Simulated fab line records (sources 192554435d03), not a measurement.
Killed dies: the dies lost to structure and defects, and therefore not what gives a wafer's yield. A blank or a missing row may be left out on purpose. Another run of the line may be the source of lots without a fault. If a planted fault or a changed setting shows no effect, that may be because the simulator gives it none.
Which tool was responsible? | flow n5-finfet | Sampling: 10 lots, 30 wafers, 6 of 1938 route steps

WHAT THE GAUGES READ, wafer by wafer
N5_BEOL_M13_THK_MEAS_50: measures by xrf.
lot  | measured     | on            | M13_THK (nm)
L399 | day 10 22:25 | film-metro-01 | 427 442 428
L401 | day 11 05:24 | film-metro-02 | 425 423 426
L403 | day 11 20:41 | film-metro-02 | 442 433 428
L405 | day 12 06:41 | film-metro-01 | 421 429 419
L406 | day 12 23:13 | film-metro-01 | 431 430 438
L407 | day 13 06:47 | film-metro-01 | 427 431 435
L419 | day 15 20:36 | film-metro-01 | 431 423 430
L416 | day 16 02:55 | film-metro-02 | 435 417 431
L418 | day 16 03:13 | film-metro-01 | 426 423 441
L422 | day 17 06:06 | film-metro-02 | 438 435 426

N5_BEOL_M14_THK_MEAS_01.
lot  | measured     | on            | M14_ILD_THK (nm)
L399 | day 10 22:47 | film-metro-02 | 1110 1094 1132
L401 | day 11 05:47 | film-metro-01 | 1108 1097 1129
L403 | day 11 21:04 | film-metro-01 | 1088 1100 1103
L405 | day 12 07:06 | film-metro-01 | 1103 1105 1131
L406 | day 12 23:35 | film-metro-01 | 1092 1081 1103
L407 | day 13 07:10 | film-metro-01 | 1101 1101 1111
L419 | day 15 20:59 | film-metro-01 | 1113 1132 1125
L416 | day 16 03:19 | film-metro-01 | 1982 1102 1120
L418 | day 16 03:35 | film-metro-02 | 1965 1100 1114
L422 | day 17 06:29 | film-metro-02 | 1111 1109 1114

N5_BEOL_M14_CD_MEAS_17: the cd target is 250 nm.
lot  | measured     | on        | cd-nm (nm)
L399 | day 10 23:45 | cd-sem-01 | 248.4 249.5 249.7
L401 | day 11 06:44 | cd-sem-02 | 250.9 255.5 252.3
L403 | day 11 21:53 | cd-sem-03 | 251.9 254.1 250.0
L405 | day 12 08:04 | cd-sem-02 | 247.2 250.4 250.7
L406 | day 13 00:32 | cd-sem-01 | 250.2 252.3 251.4
L407 | day 13 08:07 | cd-sem-02 | 250.7 251.2 250.1
L419 | day 16 00:18 | cd-sem-02 | 253.9 252.1 253.9
L416 | day 16 04:16 | cd-sem-02 | 261.2 249.5 249.7
L418 | day 16 04:34 | cd-sem-01 | 258.6 251.0 252.7
L422 | day 17 07:20 | cd-sem-01 | 252.6 250.1 249.4

WHAT TOOL EACH LOT RAN ON (gives the tool, then ch and the chambers of the sampled wafers, and finally the start)
lot  | N5_BEOL_M13_DEGAS_41         | N5_BEOL_M13_DEP_53              | N5_BEOL_M14_ILD_DEP_00
L399 | pvd-sputter-02, day 10 21:04 | pecvd-03 ch 1,2, day 10 22:28   | pecvd-01 ch 0,1,2, day 10 22:36
L401 | pvd-sputter-02, day 11 04:08 | pecvd-04 ch 0,1, day 11 05:28   | pecvd-02 ch 0,2, day 11 05:35
L403 | pvd-sputter-02, day 11 18:52 | pecvd-04 ch 1,2, day 11 20:44   | pecvd-02 ch 0,1, day 11 20:52
L405 | pvd-sputter-03, day 12 05:32 | pecvd-01 ch 0,1, day 12 06:47   | pecvd-02 ch 0,1,2, day 12 06:55
L406 | pvd-sputter-01, day 12 20:31 | pecvd-01 ch 0,1,2, day 12 23:16 | pecvd-02 ch 0,1,2, day 12 23:24
L407 | pvd-sputter-01, day 13 05:04 | pecvd-04 ch 0,1, day 13 06:50   | pecvd-02 ch 0,2, day 13 06:58
L419 | pvd-sputter-01, day 15 19:29 | pecvd-03 ch 0,2, day 15 20:40   | pecvd-04 ch 0,1, day 15 20:47
L416 | pvd-sputter-01, day 16 01:38 | pecvd-04 ch 0,1,2, day 16 02:59 | pecvd-02 ch 0,1, day 16 03:07
L418 | pvd-sputter-02, day 16 02:06 | pecvd-01 ch 0,2, day 16 03:16   | pecvd-02 ch 0,1,2, day 16 03:24
L422 | pvd-sputter-02, day 17 04:58 | pecvd-01 ch 0,1,2, day 17 06:10 | pecvd-01 ch 0,1, day 17 06:17
- N5_BEOL_M13_DEGAS_41: time 60 s.
- N5_BEOL_M13_DEP_53: deposits SiCN from 3MS/NH3, target thk 50 nm, time 17.8 s.
- N5_BEOL_M14_ILD_DEP_00: deposits SiO2 from TEOS/O2, target thk 1119.3 nm, time 237.4 s.

WHAT THE TOOLS THEMSELVES READ (means of the sampled wafers that have a number; where no wafer has one, the mark that the record gives instead)
N5_BEOL_M13_DEGAS_41.
lot  | tool           | heater-power-w (W) | susceptor-temp-C (C)
L399 | pvd-sputter-02 | 322                | 250.03
L401 | pvd-sputter-02 | 327                | 249.89
L403 | pvd-sputter-02 | 333                | 250.04
L405 | pvd-sputter-03 | 379                | 249.98
L406 | pvd-sputter-01 | 333                | 249.87
L407 | pvd-sputter-01 | 319                | 250.25
L419 | pvd-sputter-01 | 345                | 250.02
L416 | pvd-sputter-01 | 329                | 250.19
L418 | pvd-sputter-02 | 318                | 249.86
L422 | pvd-sputter-02 | 329                | 250.01

N5_BEOL_M13_DEP_53.
lot  | tool     | showerhead-plenum-p-Torr (Torr) | throttle-valve-pct (%)
L399 | pecvd-03 | 4.164                           | 18.8
L401 | pecvd-04 | 4.160                           | 18.5
L403 | pecvd-04 | 4.162                           | 18.5
L405 | pecvd-01 | 4.163                           | 18.5
L406 | pecvd-01 | 4.172                           | 18.1
L407 | pecvd-04 | 4.156                           | 18.4
L419 | pecvd-03 | 4.141                           | 19.0
L416 | pecvd-04 | 4.163                           | 17.7
L418 | pecvd-01 | 4.165                           | 17.9
L422 | pecvd-01 | 4.177                           | 18.0

N5_BEOL_M14_ILD_DEP_00.
lot  | tool     | heater-power-w (W) | run-length-s (s) | showerhead-plenum-p-Torr (Torr) | susceptor-temp-C (C) | throttle-valve-pct (%)
L399 | pecvd-01 | 649                | 281.2            | 8.37                            | 400.16               | 18.4
L401 | pecvd-02 | 474                | 281.4            | 8.39                            | 400.09               | 18.1
L403 | pecvd-02 | 556                | 280.0            | 8.40                            | 400.00               | 18.6
L405 | pecvd-02 | 500                | 280.4            | 8.38                            | 399.90               | 18.5
L406 | pecvd-02 | 491                | 280.5            | 8.37                            | 399.67               | 18.4
L407 | pecvd-02 | 537                | 280.5            | 8.41                            | 399.93               | 18.1
L419 | pecvd-04 | 751                | 279.8            | 8.35                            | 400.04               | 18.9
L416 | pecvd-02 | 609                | 342.8            | 8.40                            | 399.79               | 18.5
L418 | pecvd-02 | 504                | 343.0            | 8.37                            | 400.11               | 18.4
L422 | pecvd-01 | 539                | 280.7            | 8.34                            | 399.91               | 19.1

THE ANSWER, worked out from the rows above alone
Rule: usual is defined by the lots themselves. The widest of any qualifying gaps counts: lots, ordered by their means at a reading, are off when they make up no more than a third of the lots, leave a main group of 4 or more, and stand apart from it by 3 or more times the standard deviation of that group's means. A main group is skipped when, at the precision printed for the reading in the tables above, its means are all equal. A lot without any number at a reading at which 4 lots or more have one is off too. Where the step has rows for the other lots, those lots are counted as sound. First the gauges in route order, then the tools' own readings, where a lot's mean is used as printed above. At the first step where some lot is off, the reading lying furthest off is the one used; lots without a number count as furthest.
Off: L416, L418, at N5_BEOL_M14_THK_MEAS_01 (M14_ILD_THK). The main group: mean 1108 nm, standard deviation 9.3.
A tool fits if, at a process step before that reading, it ran every lot that is off, and no sound lot after the first of them. Not tried: the gauges at N5_BEOL_M14_THK_MEAS_01; whatever is off there is also off at N5_BEOL_M14_ILD_DEP_00, on other tools, and gauge error can't account for it. One fits: N5_BEOL_M14_ILD_DEP_00 on pecvd-02. A fault onset in the window from L407 (day 13 06:58, its last sound lot) to L416 (day 16 03:07, its first lot off) fits.
The tool's own readings at N5_BEOL_M14_ILD_DEP_00 bear it out: on the lots that are off they differ by more than 5 times the standard deviation of the sound lots' means. run-length-s reads 342.9 s there against 280.6 s on the sound lots.

WHAT WAS PUT IN BY THE SIMULATOR
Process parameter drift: pecvd-02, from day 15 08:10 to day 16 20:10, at N5_BEOL_M14_ILD_DEP_00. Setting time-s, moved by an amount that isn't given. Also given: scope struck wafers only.
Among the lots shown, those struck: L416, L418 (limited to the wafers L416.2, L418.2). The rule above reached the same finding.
